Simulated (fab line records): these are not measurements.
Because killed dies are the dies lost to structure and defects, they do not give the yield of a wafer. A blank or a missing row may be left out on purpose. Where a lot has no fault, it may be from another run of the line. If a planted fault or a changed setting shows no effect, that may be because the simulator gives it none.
Matching of chambers    flow nand_harc    4 sister chambers for NHARC_A_M1_STRIP_18 on rie_diel-10
The step strips in N2/H2. 7 wafers are shown with their chamber, then 8 later ones without.

WAFERS PAIRED WITH THEIR CHAMBERS
wafer   chamber  showerhead_plenum_p_Torr (Torr)  drypump_motor_current_A (A)
L082.2  2        1.94                             5.3
L082.3  0        2.00                             6.6
L082.4  1        2.12                             6.5
L092.3  1        2.12                             6.4
L092.5  2        1.93                             5.3
L092.6  3        2.05                             6.2
L091.1  3        2.05                             6.2

WAFERS WITHOUT THEIR CHAMBER
wafer   showerhead_plenum_p_Torr (Torr)  drypump_motor_current_A (A)
L091.5  2.05                             6.2
L091.6  1.93                             5.3
L094.4  1.93                             5.3
L094.5  2.00                             6.6
L094.6  2.05                             6.2
L096.1  2.05                             6.2
L096.2  2.12                             6.4
L096.4  1.93                             5.3

THE CHAMBER EACH PASSED THROUGH
wafer   from the rows above  in truth
L091.5  3                    3
L091.6  2                    2
L094.4  2                    2
L094.5  0                    0
L094.6  3                    3
L096.1  3                    3
L096.2  1                    1
L096.4  2                    2
Correct placement for 8 of the 8. Left unplaced by these rows: 0. Wrongly placed: 0.
How it was worked out, from the rows above alone: a wafer's distance from a chamber is the root of the sum, over the readings, of the square of ((its reading less the chamber's mean) divided by the reading's scatter). If the next closest chamber is less than 2 further off than the closest, the wafer can't be placed; otherwise it belongs to the closest. Each chamber's mean is taken over the wafers shown for it. How the scatter is found: for the shown wafers, subtract from each reading the mean of its chamber, square and add these, divide the total by (wafers less chambers), then take the root.
